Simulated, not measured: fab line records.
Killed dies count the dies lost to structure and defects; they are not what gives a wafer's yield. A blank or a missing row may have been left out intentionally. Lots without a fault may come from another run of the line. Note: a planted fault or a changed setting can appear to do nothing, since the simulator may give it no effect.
What tool caused it? / flow n5-finfet / Sampling: 9 lots, 27 wafers, 5 of 1938 route steps

## WHAT EACH GAUGE READ, for each wafer
N5_BEOL_M4_RC_MEAS_101. Usual: DIBL_N 36.2 mV/V, standard deviation 1.2; DIBL_P 36.3 mV/V, standard deviation 1.3; IOFF_N 0.155 nA/um, standard deviation 0.019; IOFF_P 0.210 nA/um, standard deviation 0.029; IOFF_P_85C 3.6 nA/um, standard deviation 0.42; IOFF_P_LIN 0.100 nA/um, standard deviation 0.011; IOFF_P_LONG 0.000105 nA/um, standard deviation 8.9e-06; ION_N 677 uA/um, standard deviation 8.6; ION_P 465 uA/um, standard deviation 6.8; SS_N 71.4 mV/dec, standard deviation 0.48; SS_P 73.2 mV/dec, standard deviation 0.53; VT_N 249.9 mV, standard deviation 2.4; VT_N_LVT 99.0 mV, standard deviation 2.1; VT_P -250 mV, standard deviation 3.2; VT_P_LONG -276 mV, standard deviation 3.3.
lot=L438; measured=day 8 08:42; on=prober-01; DIBL_N (mV/V)=35.3 36.7 34.3; DIBL_P (mV/V)=36.5 38.1 35.1; IOFF_N (nA/um)=0.138 0.162 0.116; IOFF_P (nA/um)=0.190 0.215 0.163; IOFF_P_85C (nA/um)=3.3 3.7 2.9; IOFF_P_LIN (nA/um)=0.091 0.100 0.082; IOFF_P_LONG (nA/um)=0.0001 0.000101 0.000102; ION_N (uA/um)=682 675 674; ION_P (uA/um)=470 464 460; SS_N (mV/dec)=70.8 72.0 70.3; SS_P (mV/dec)=73.2 73.5 72.9; VT_N (mV)=250.0 250.2 257.5; VT_N_LVT (mV)=98.5 98.0 101.5; VT_P (mV)=-251 -249 -254; VT_P_LONG (mV)=-278 -275 -279; flag=
lot=L440; measured=day 8 20:08; on=prober-01; DIBL_N (mV/V)=34.5 34.6 34.0; DIBL_P (mV/V)=35.1 34.9 34.1; IOFF_N (nA/um)=0.138 0.140 0.121; IOFF_P (nA/um)=0.196 0.194 0.177; IOFF_P_85C (nA/um)=3.4 3.4 3.1; IOFF_P_LIN (nA/um)=0.096 0.094 0.089; IOFF_P_LONG (nA/um)=0.000103 9.9e-05 0.000107; ION_N (uA/um)=682 670 664; ION_P (uA/um)=470 465 456; SS_N (mV/dec)=70.4 70.7 70.3; SS_P (mV/dec)=73.4 72.7 72.9; VT_N (mV)=250.0 251.1 253.0; VT_N_LVT (mV)=101.1 100.3 102.6; VT_P (mV)=-249 -251 -254; VT_P_LONG (mV)=-275 -274 -277; flag=
lot=L443; measured=day 10 00:17; on=prober-02; DIBL_N (mV/V)=35.7 34.8 33.7; DIBL_P (mV/V)=36.6 35.9 34.1; IOFF_N (nA/um)=0.176 0.147 0.128; IOFF_P (nA/um)=48.752 44.669 39.125; IOFF_P_85C (nA/um)=349.8 324.8 290.2; IOFF_P_LIN (nA/um)=21.933 20.719 18.854; IOFF_P_LONG (nA/um)=0.020276 0.020492 0.020315; ION_N (uA/um)=682 680 681; ION_P (uA/um)=665 671 662; SS_N (mV/dec)=71.8 70.9 70.7; SS_P (mV/dec)=72.9 74.0 73.0; VT_N (mV)=251.2 250.3 250.1; VT_N_LVT (mV)=247.5 249.1 250.9; VT_P (mV)=-98 -99 -99; VT_P_LONG (mV)=-124 -124 -124; flag=OFF
lot=L444; measured=day 10 17:09; on=prober-01; DIBL_N (mV/V)=35.4 36.3 34.9; DIBL_P (mV/V)=36.0 36.8 35.4; IOFF_N (nA/um)=0.149 0.161 0.133; IOFF_P (nA/um)=40.259 41.840 38.044; IOFF_P_85C (nA/um)=305.0 312.3 288.0; IOFF_P_LIN (nA/um)=19.069 19.265 18.018; IOFF_P_LONG (nA/um)=0.017596 0.017368 0.017314; ION_N (uA/um)=678 689 667; ION_P (uA/um)=662 669 662; SS_N (mV/dec)=71.4 71.6 71.3; SS_P (mV/dec)=72.9 73.5 73.0; VT_N (mV)=248.8 249.3 252.8; VT_N_LVT (mV)=251.8 246.4 253.3; VT_P (mV)=-101 -101 -102; VT_P_LONG (mV)=-128 -128 -128; flag=OFF
lot=L445; measured=day 10 17:23; on=prober-02; DIBL_N (mV/V)=35.4 36.1 35.5; DIBL_P (mV/V)=35.0 35.5 35.5; IOFF_N (nA/um)=0.155 0.165 0.158; IOFF_P (nA/um)=49.420 50.914 51.999; IOFF_P_85C (nA/um)=355.1 370.2 373.5; IOFF_P_LIN (nA/um)=23.254 24.067 24.345; IOFF_P_LONG (nA/um)=0.021628 0.021676 0.02139; ION_N (uA/um)=679 683 671; ION_P (uA/um)=671 676 669; SS_N (mV/dec)=71.8 71.8 71.6; SS_P (mV/dec)=73.3 73.4 73.4; VT_N (mV)=247.3 248.0 248.7; VT_N_LVT (mV)=247.8 247.7 249.1; VT_P (mV)=-95 -94 -94; VT_P_LONG (mV)=-120 -122 -122; flag=OFF
lot=L450; measured=day 12 04:12; on=prober-01; DIBL_N (mV/V)=37.0 35.7 39.4; DIBL_P (mV/V)=35.5 34.1 38.0; IOFF_N (nA/um)=0.158 0.138 0.196; IOFF_P (nA/um)=0.207 0.196 0.252; IOFF_P_85C (nA/um)=3.7 3.5 4.4; IOFF_P_LIN (nA/um)=0.102 0.099 0.118; IOFF_P_LONG (nA/um)=0.00011 0.000111 0.000111; ION_N (uA/um)=678 683 681; ION_P (uA/um)=463 472 469; SS_N (mV/dec)=71.4 71.5 71.9; SS_P (mV/dec)=73.4 72.2 73.3; VT_N (mV)=250.1 250.8 247.5; VT_N_LVT (mV)=96.3 99.2 94.4; VT_P (mV)=-250 -245 -245; VT_P_LONG (mV)=-272 -275 -276; flag=
lot=L451; measured=day 12 09:59; on=prober-02; DIBL_N (mV/V)=35.4 34.9 35.6; DIBL_P (mV/V)=37.3 36.4 37.5; IOFF_N (nA/um)=0.158 0.147 0.172; IOFF_P (nA/um)=0.225 0.215 0.238; IOFF_P_85C (nA/um)=3.9 3.7 4.1; IOFF_P_LIN (nA/um)=0.105 0.102 0.110; IOFF_P_LONG (nA/um)=0.0001 0.000106 0.000106; ION_N (uA/um)=674 675 680; ION_P (uA/um)=462 469 472; SS_N (mV/dec)=71.5 71.8 70.5; SS_P (mV/dec)=74.0 73.4 73.7; VT_N (mV)=251.2 249.0 248.5; VT_N_LVT (mV)=100.0 99.8 97.7; VT_P (mV)=-249 -249 -246; VT_P_LONG (mV)=-276 -276 -273; flag=
lot=L452; measured=day 12 01:39; on=prober-01; DIBL_N (mV/V)=37.0 36.3 36.7; DIBL_P (mV/V)=37.8 37.1 37.1; IOFF_N (nA/um)=0.187 0.175 0.172; IOFF_P (nA/um)=0.269 0.266 0.257; IOFF_P_85C (nA/um)=4.4 4.4 4.3; IOFF_P_LIN (nA/um)=0.121 0.122 0.118; IOFF_P_LONG (nA/um)=0.000115 0.000117 0.000115; ION_N (uA/um)=680 696 686; ION_P (uA/um)=469 479 478; SS_N (mV/dec)=71.5 71.9 71.8; SS_P (mV/dec)=74.1 73.7 73.1; VT_N (mV)=245.6 247.8 245.8; VT_N_LVT (mV)=97.8 98.4 98.2; VT_P (mV)=-244 -247 -246; VT_P_LONG (mV)=-273 -270 -272; flag=
lot=L453; measured=day 12 16:52; on=prober-01; DIBL_N (mV/V)=34.9 35.5 35.7; DIBL_P (mV/V)=35.2 36.2 36.4; IOFF_N (nA/um)=0.129 0.147 0.152; IOFF_P (nA/um)=0.162 0.182 0.187; IOFF_P_85C (nA/um)=2.9 3.2 3.3; IOFF_P_LIN (nA/um)=0.078 0.087 0.088; IOFF_P_LONG (nA/um)=9.2e-05 8.9e-05 9e-05; ION_N (uA/um)=666 669 672; ION_P (uA/um)=449 455 453; SS_N (mV/dec)=71.6 71.6 72.4; SS_P (mV/dec)=72.5 73.1 73.1; VT_N (mV)=256.9 251.4 251.7; VT_N_LVT (mV)=102.5 99.7 99.0; VT_P (mV)=-258 -253 -254; VT_P_LONG (mV)=-282 -281 -281; flag=

## WHICH TOOL RAN EACH LOT (tool, then ch and the chambers of the sampled wafers, then the start)
lot=L438; N5_SDB_STRIP_21=rie-diel-04 ch 0,2,3, day 4 07:53; N5_SDB_ETCH_25=rie-diel-02 ch 2,3, day 4 08:32; N5_HKMG_FIN_ALD_74=ald-hk-02 ch 2,3, day 4 12:50; N5_HKMG_FIN_ALD_75=ald-hk-02 ch 2,3, day 4 12:55
lot=L440; N5_SDB_STRIP_21=rie-diel-01 ch 2,3, day 4 13:29; N5_SDB_ETCH_25=rie-diel-01 ch 2,3, day 4 13:48; N5_HKMG_FIN_ALD_74=ald-hk-01 ch 2,3, day 4 18:31; N5_HKMG_FIN_ALD_75=ald-hk-01 ch 2,3, day 4 18:35
lot=L443; N5_SDB_STRIP_21=rie-diel-02 ch 0,2,3, day 5 11:11; N5_SDB_ETCH_25=rie-diel-04 ch 0,3, day 5 11:30; N5_HKMG_FIN_ALD_74=ald-hk-01 ch 1,2, day 5 17:04; N5_HKMG_FIN_ALD_75=ald-hk-01 ch 1,2, day 5 17:08
lot=L444; N5_SDB_STRIP_21=rie-diel-01 ch 0,3, day 5 15:42; N5_SDB_ETCH_25=rie-diel-04 ch 0,3, day 5 16:04; N5_HKMG_FIN_ALD_74=ald-hk-01 ch 1,2,3, day 5 20:22; N5_HKMG_FIN_ALD_75=ald-hk-01 ch 1,2,3, day 5 20:27
lot=L445; N5_SDB_STRIP_21=rie-diel-02 ch 1,2,3, day 5 16:55; N5_SDB_ETCH_25=rie-diel-01 ch 0,1,2, day 5 17:23; N5_HKMG_FIN_ALD_74=ald-hk-02 ch 2,3, day 5 21:41; N5_HKMG_FIN_ALD_75=ald-hk-02 ch 2,3, day 5 21:46
lot=L450; N5_SDB_STRIP_21=rie-diel-01 ch 0,1,3, day 7 03:37; N5_SDB_ETCH_25=rie-diel-01 ch 1,2,3, day 7 03:56; N5_HKMG_FIN_ALD_74=ald-hk-02 ch 1,2,3, day 7 08:50; N5_HKMG_FIN_ALD_75=ald-hk-02 ch 1,2,3, day 7 08:55
lot=L451; N5_SDB_STRIP_21=rie-diel-02 ch 1,3, day 7 06:59; N5_SDB_ETCH_25=rie-diel-01 ch 0,1,3, day 7 07:49; N5_HKMG_FIN_ALD_74=ald-hk-01 ch 1,3, day 7 12:15; N5_HKMG_FIN_ALD_75=ald-hk-01 ch 1,3, day 7 12:19
lot=L452; N5_SDB_STRIP_21=rie-diel-04 ch 0,1, day 7 12:55; N5_SDB_ETCH_25=rie-diel-01 ch 0,1,2, day 7 13:25; N5_HKMG_FIN_ALD_74=ald-hk-01 ch 1,3, day 7 17:49; N5_HKMG_FIN_ALD_75=ald-hk-01 ch 1,3, day 7 17:53
lot=L453; N5_SDB_STRIP_21=rie-diel-02 ch 1,2,3, day 7 18:25; N5_SDB_ETCH_25=rie-diel-02 ch 0,1,3, day 7 18:58; N5_HKMG_FIN_ALD_74=ald-hk-01 ch 0,2,3, day 8 00:59; N5_HKMG_FIN_ALD_75=ald-hk-01 ch 0,2,3, day 8 01:03
- N5_SDB_STRIP_21: strips in CF4.
- N5_SDB_ETCH_25: etches SiO2 in C4F6/O2, target depth 10 nm, time 3.3 s.
- N5_HKMG_FIN_ALD_74: deposits La2O3, target thk 0.5 nm, pulse time 6 s, co reactant pulse time 1 s.
- N5_HKMG_FIN_ALD_75: deposits Al2O3, target thk 1 nm, co reactant pulse time 1 s.

## AS READ BY THE TOOLS THEMSELVES (means over the sampled wafers that have a number; for cases with no such wafer, the mark the record gives instead)
N5_SDB_STRIP_21. Usual: chamber-pressure-mTorr 50.00 mTorr, standard deviation 0.046; drypump-motor-current-A 5.4 A, standard deviation 0.4; oes-product-au 0.80 a.u., standard deviation 0.083; rf-vpp-V 271.9 V, standard deviation 1.3; showerhead-plenum-p-Torr 1.82 Torr, standard deviation 0.041; throttle-valve-pct 13.58 %, standard deviation 0.23.
lot=L438; tool=rie-diel-04; chamber-pressure-mTorr (mTorr)=50.00; drypump-motor-current-A (A)=5.6; oes-product-au (a.u.)=0.84; rf-vpp-V (V)=271.8; showerhead-plenum-p-Torr (Torr)=1.82; throttle-valve-pct (%)=13.53; flag=
lot=L440; tool=rie-diel-01; chamber-pressure-mTorr (mTorr)=50.04; drypump-motor-current-A (A)=6.0; oes-product-au (a.u.)=0.93; rf-vpp-V (V)=272.7; showerhead-plenum-p-Torr (Torr)=1.85; throttle-valve-pct (%)=13.23; flag=
lot=L443; tool=rie-diel-02; chamber-pressure-mTorr (mTorr)=50.00; drypump-motor-current-A (A)=5.4; oes-product-au (a.u.)=0.74; rf-vpp-V (V)=272.7; showerhead-plenum-p-Torr (Torr)=1.83; throttle-valve-pct (%)=13.65; flag=
lot=L444; tool=rie-diel-01; chamber-pressure-mTorr (mTorr)=50.02; drypump-motor-current-A (A)=5.4; oes-product-au (a.u.)=0.90; rf-vpp-V (V)=272.6; showerhead-plenum-p-Torr (Torr)=1.85; throttle-valve-pct (%)=13.28; flag=
lot=L445; tool=rie-diel-02; chamber-pressure-mTorr (mTorr)=50.03; drypump-motor-current-A (A)=5.1; oes-product-au (a.u.)=0.78; rf-vpp-V (V)=271.3; showerhead-plenum-p-Torr (Torr)=1.82; throttle-valve-pct (%)=13.55; flag=
lot=L450; tool=rie-diel-01; chamber-pressure-mTorr (mTorr)=49.91; drypump-motor-current-A (A)=5.6; oes-product-au (a.u.)=0.82; rf-vpp-V (V)=272.0; showerhead-plenum-p-Torr (Torr)=1.83; throttle-valve-pct (%)=13.43; flag=
lot=L451; tool=rie-diel-02; chamber-pressure-mTorr (mTorr)=49.99; drypump-motor-current-A (A)=4.8; oes-product-au (a.u.)=0.80; rf-vpp-V (V)=271.8; showerhead-plenum-p-Torr (Torr)=1.82; throttle-valve-pct (%)=13.67; flag=
lot=L452; tool=rie-diel-04; chamber-pressure-mTorr (mTorr)=50.01; drypump-motor-current-A (A)=5.5; oes-product-au (a.u.)=0.83; rf-vpp-V (V)=270.6; showerhead-plenum-p-Torr (Torr)=1.77; throttle-valve-pct (%)=13.56; flag=
lot=L453; tool=rie-diel-02; chamber-pressure-mTorr (mTorr)=49.99; drypump-motor-current-A (A)=5.1; oes-product-au (a.u.)=0.76; rf-vpp-V (V)=271.8; showerhead-plenum-p-Torr (Torr)=1.81; throttle-valve-pct (%)=13.60; flag=

N5_SDB_ETCH_25. Usual: chamber-pressure-mTorr 30.001 mTorr, standard deviation 0.027; drypump-motor-current-A 5.5 A, standard deviation 0.4; oes_ar_750_au 0.81 a.u., standard deviation 0.082; oes-product-au 0.81 a.u., standard deviation 0.086; rf-vpp-V 668 V, standard deviation 9; showerhead-plenum-p-Torr 2.90 Torr, standard deviation 0.076; throttle-valve-pct 21.15 %, standard deviation 0.18.
lot=L438; tool=rie-diel-02; chamber-pressure-mTorr (mTorr)=30.023; drypump-motor-current-A (A)=5.2; oes_ar_750_au (a.u.)=0.77; oes-product-au (a.u.)=0.76; rf-vpp-V (V)=674; showerhead-plenum-p-Torr (Torr)=2.93; throttle-valve-pct (%)=21.06; flag=
lot=L440; tool=rie-diel-01; chamber-pressure-mTorr (mTorr)=29.994; drypump-motor-current-A (A)=5.8; oes_ar_750_au (a.u.)=0.94; oes-product-au (a.u.)=0.95; rf-vpp-V (V)=665; showerhead-plenum-p-Torr (Torr)=2.87; throttle-valve-pct (%)=20.92; flag=
lot=L443; tool=rie-diel-04; chamber-pressure-mTorr (mTorr)=29.980; drypump-motor-current-A (A)=5.7; oes_ar_750_au (a.u.)=0.78; oes-product-au (a.u.)=0.78; rf-vpp-V (V)=661; showerhead-plenum-p-Torr (Torr)=2.85; throttle-valve-pct (%)=21.21; flag=
lot=L444; tool=rie-diel-04; chamber-pressure-mTorr (mTorr)=29.992; drypump-motor-current-A (A)=5.6; oes_ar_750_au (a.u.)=0.83; oes-product-au (a.u.)=0.83; rf-vpp-V (V)=660; showerhead-plenum-p-Torr (Torr)=2.87; throttle-valve-pct (%)=21.18; flag=
lot=L445; tool=rie-diel-01; chamber-pressure-mTorr (mTorr)=30.007; drypump-motor-current-A (A)=5.8; oes_ar_750_au (a.u.)=0.84; oes-product-au (a.u.)=0.84; rf-vpp-V (V)=677; showerhead-plenum-p-Torr (Torr)=2.99; throttle-valve-pct (%)=21.02; flag=
lot=L450; tool=rie-diel-01; chamber-pressure-mTorr (mTorr)=30.038; drypump-motor-current-A (A)=5.9; oes_ar_750_au (a.u.)=0.82; oes-product-au (a.u.)=0.83; rf-vpp-V (V)=669; showerhead-plenum-p-Torr (Torr)=2.91; throttle-valve-pct (%)=21.04; flag=
lot=L451; tool=rie-diel-01; chamber-pressure-mTorr (mTorr)=30.005; drypump-motor-current-A (A)=5.6; oes_ar_750_au (a.u.)=0.82; oes-product-au (a.u.)=0.83; rf-vpp-V (V)=672; showerhead-plenum-p-Torr (Torr)=2.91; throttle-valve-pct (%)=21.05; flag=
lot=L452; tool=rie-diel-01; chamber-pressure-mTorr (mTorr)=30.018; drypump-motor-current-A (A)=5.8; oes_ar_750_au (a.u.)=0.82; oes-product-au (a.u.)=0.83; rf-vpp-V (V)=677; showerhead-plenum-p-Torr (Torr)=2.98; throttle-valve-pct (%)=21.04; flag=
lot=L453; tool=rie-diel-02; chamber-pressure-mTorr (mTorr)=30.008; drypump-motor-current-A (A)=5.1; oes_ar_750_au (a.u.)=0.76; oes-product-au (a.u.)=0.75; rf-vpp-V (V)=667; showerhead-plenum-p-Torr (Torr)=2.92; throttle-valve-pct (%)=21.34; flag=

N5_HKMG_FIN_ALD_74. Usual: heater-power-w 359 W, standard deviation 34; precursor-pulse-height-rel 1.002, standard deviation 0.02.
lot=L438; tool=ald-hk-02; heater-power-w (W)=360; precursor-pulse-height-rel=1.000; flag=
lot=L440; tool=ald-hk-01; heater-power-w (W)=338; precursor-pulse-height-rel=0.985; flag=
lot=L443; tool=ald-hk-01; heater-power-w (W)=-; precursor-pulse-height-rel=-; flag=OFF
lot=L444; tool=ald-hk-01; heater-power-w (W)=-; precursor-pulse-height-rel=-; flag=OFF
lot=L445; tool=ald-hk-02; heater-power-w (W)=-; precursor-pulse-height-rel=-; flag=OFF
lot=L450; tool=ald-hk-02; heater-power-w (W)=377; precursor-pulse-height-rel=0.984; flag=
lot=L451; tool=ald-hk-01; heater-power-w (W)=325; precursor-pulse-height-rel=1.010; flag=
lot=L452; tool=ald-hk-01; heater-power-w (W)=321; precursor-pulse-height-rel=1.016; flag=
lot=L453; tool=ald-hk-01; heater-power-w (W)=355; precursor-pulse-height-rel=1.018; flag=

N5_HKMG_FIN_ALD_75. Usual: heater-power-outer-w 82 W, standard deviation 7.7; heater-power-w 155 W, standard deviation 15; precursor-pulse-height-rel 1.000, standard deviation 0.021.
lot=L438; tool=ald-hk-02; heater-power-outer-w (W)=85; heater-power-w (W)=157; precursor-pulse-height-rel=1.019; flag=
lot=L440; tool=ald-hk-01; heater-power-outer-w (W)=82; heater-power-w (W)=148; precursor-pulse-height-rel=1.011; flag=
lot=L443; tool=ald-hk-01; heater-power-outer-w (W)=80; heater-power-w (W)=150; precursor-pulse-height-rel=0.974; flag=
lot=L444; tool=ald-hk-01; heater-power-outer-w (W)=80; heater-power-w (W)=149; precursor-pulse-height-rel=0.983; flag=
lot=L445; tool=ald-hk-02; heater-power-outer-w (W)=90; heater-power-w (W)=170; precursor-pulse-height-rel=1.012; flag=
lot=L450; tool=ald-hk-02; heater-power-outer-w (W)=88; heater-power-w (W)=163; precursor-pulse-height-rel=1.007; flag=
lot=L451; tool=ald-hk-01; heater-power-outer-w (W)=75; heater-power-w (W)=142; precursor-pulse-height-rel=0.996; flag=
lot=L452; tool=ald-hk-01; heater-power-outer-w (W)=76; heater-power-w (W)=140; precursor-pulse-height-rel=0.988; flag=
lot=L453; tool=ald-hk-01; heater-power-outer-w (W)=83; heater-power-w (W)=155; precursor-pulse-height-rel=0.995; flag=

## THE ANSWER, worked out from the rows above alone
Rule: take the mean of a lot's wafers that have a number; if it is more than 3 standard deviations from the usual mean, the lot is off. Also off: a lot with no number at a reading for which 4 or more lots have one. The other lots that the step has rows for count as sound. Order of review: gauges by route order, followed by the tools' own readings, for which a lot's mean as printed above is used. The first step at which some lot is off is used, and at that step the reading that is off furthest; a lot without a number counts as furthest.
Off: L443, L444, L445, seen at N5_BEOL_M4_RC_MEAS_101 (IOFF_P_LONG).
A tool fits if, at a process step before that reading, it ran every lot that is off, and no sound lot after the first of them. Not tried: the gauges at N5_BEOL_M4_RC_MEAS_101; whatever is off there is also off at N5_HKMG_FIN_ALD_74, on other tools, and gauge error can't account for it. No candidate that was tried fits.

## WHAT HAD BEEN PUT IN BY THE SIMULATOR
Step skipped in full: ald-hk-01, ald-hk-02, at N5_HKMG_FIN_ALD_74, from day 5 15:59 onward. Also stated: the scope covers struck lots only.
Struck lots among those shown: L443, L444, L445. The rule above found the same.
